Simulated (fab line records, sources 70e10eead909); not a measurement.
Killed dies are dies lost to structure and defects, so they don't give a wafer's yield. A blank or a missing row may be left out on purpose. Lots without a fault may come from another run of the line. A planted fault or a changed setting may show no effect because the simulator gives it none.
Problem report in the 8D (eight disciplines) form, filled by code | flow nand_harc | the parts of the form that need people (team, actions taken, sign-off) are left out

1. THE PROBLEM
killed_at_array at NHARC_END_SORT_01 reads a mean of 676 on 2 wafers of 2 lots; wafers without a fault read 57 with a standard deviation of 20. That is +31 standard deviations from the usual mean.
First seen on wafer L468.4, day 30 15:05, on prober-01. The record holds 6 wafers of 2 lots with a number at this step. Rule for "out", or "out of limits": more than 4 standard deviations from the usual mean. The other wafers with a number count as sound.

2. WHAT IT IS AND WHAT IT IS NOT
question                    | is                           | is not
which readings at this step | killed_at_array, killed_dies | killed_at_other, killed_at_periphery, killed_open, killed_short
which lots                  | L467, L468                   | -
which wafers of those lots  | L467.1, L468.4               | L467.2, L467.4, L468.3, L468.5
read on which gauges        | prober-01, prober-02         | -
when                        | from day 30 15:05            | up to then (1 sound wafer); but 3 sound wafers of L467, L468 came after

3. SUSPECTS, AND WHAT RULES EACH OUT
Counting: a tool at a process step up to the reading stays a suspect if it ran every lot that is out. Sound lots after the first of them don't rule it out here, since some wafers of a struck lot are sound.
- the gauge at NHARC_END_SORT_01: ruled out. The wafers that are out were read on 2 gauges (prober-01, prober-02).
- rie_diel-10 at NHARC_A_CHANNEL_HOLE_D1_ETCH_39 (etches the open film in N2/H2, target depth 260 nm, time 325 s): kept. It ran every lot that is out, first L467 (day 14 20:36). NHARC_A_CHANNEL_HOLE_D1_ETCH_39 gives no start for some lots, so the hours and the order of its lots are those of NHARC_A_CHANNEL_HOLE_D1_ETCH_16.
- rie_diel-10 at NHARC_A_CHANNEL_HOLE_D1_ETCH_16 (etches the open film in O2/COS, target depth 3100 nm, time 806 s): kept. It ran every lot that is out, first L467 (day 14 20:36). Its own readings are out on those wafers: run_length_s.
- har_etch-01 at NHARC_A_CHANNEL_HOLE_D1_ETCH_20 (etches the open film in C4F8/O2/Ar, time 361.9 s, target depth 1600 nm): kept. It ran every lot that is out, first L467 (day 14 21:19).
- har_etch-01 at NHARC_A_CHANNEL_HOLE_D1_ETCH_23 (etches the open film in C4F8/O2/Ar, time 819 s, target depth 1600 nm): kept. It ran every lot that is out, first L467 (day 14 22:38).
- Within rie_diel-10 at NHARC_A_CHANNEL_HOLE_D1_ETCH_16: the wafers that are out ran in chamber 0; their sound lot-mates ran in chambers 1, 2, 3.
Left after counting: rie_diel-10 at NHARC_A_CHANNEL_HOLE_D1_ETCH_39, rie_diel-10 at NHARC_A_CHANNEL_HOLE_D1_ETCH_16, har_etch-01 at NHARC_A_CHANNEL_HOLE_D1_ETCH_20, har_etch-01 at NHARC_A_CHANNEL_HOLE_D1_ETCH_23.

4. THE CAUSE (what the simulator had put in)
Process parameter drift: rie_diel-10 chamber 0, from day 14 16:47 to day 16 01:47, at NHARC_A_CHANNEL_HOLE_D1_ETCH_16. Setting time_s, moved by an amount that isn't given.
Counting left 4 suspects, and this tool is among them.

5. THE CHAIN OF EFFECTS, in route order
Each row: a reading whose mean over the struck wafers that have a number lies more than 3 standard deviations from the usual. Only readings for which the record gives a usual standard deviation are gone through. hours: the time from each lot's start at the first step in this table that gives one to its start at this step, as a median over the lots. sigmas: the change in usual standard deviations.
hours | step                            | reading         | usual   | on struck wafers | change | sigmas
0     | NHARC_A_CHANNEL_HOLE_D1_ETCH_16 | run_length_s    | 827.3 s | 557.5            | -269.8 | -99 or more
373   | NHARC_END_SORT_01               | killed_at_array | 57      | 676              | +618   | +31
373   | NHARC_END_SORT_01               | killed_dies     | 62      | 677              | +615   | +29
The process steps in it:
- NHARC_A_CHANNEL_HOLE_D1_ETCH_16: etches the open film in O2/COS, target depth 3100 nm, time 806 s.
Readings that are blank on the struck wafers while sound wafers have them: bias_w at NHARC_A_CHANNEL_HOLE_D1_ETCH_16.

6. WHAT WOULD HAVE CAUGHT IT SOONER
In this record the first reading out of limits at a measuring or inspecting step was taken at day 30 15:05, 382 hours after the fault began at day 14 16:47.
The tool's own readings at NHARC_A_CHANNEL_HOLE_D1_ETCH_16 were out on every struck wafer that the step has a row for (run_length_s): an alarm limit on them would have fired on the first of those.
All the lots that are out (2) had begun NHARC_A_CHANNEL_HOLE_D1_ETCH_16 on rie_diel-10 by day 30 15:05. A hold on the tool at that time would have spared none of them.
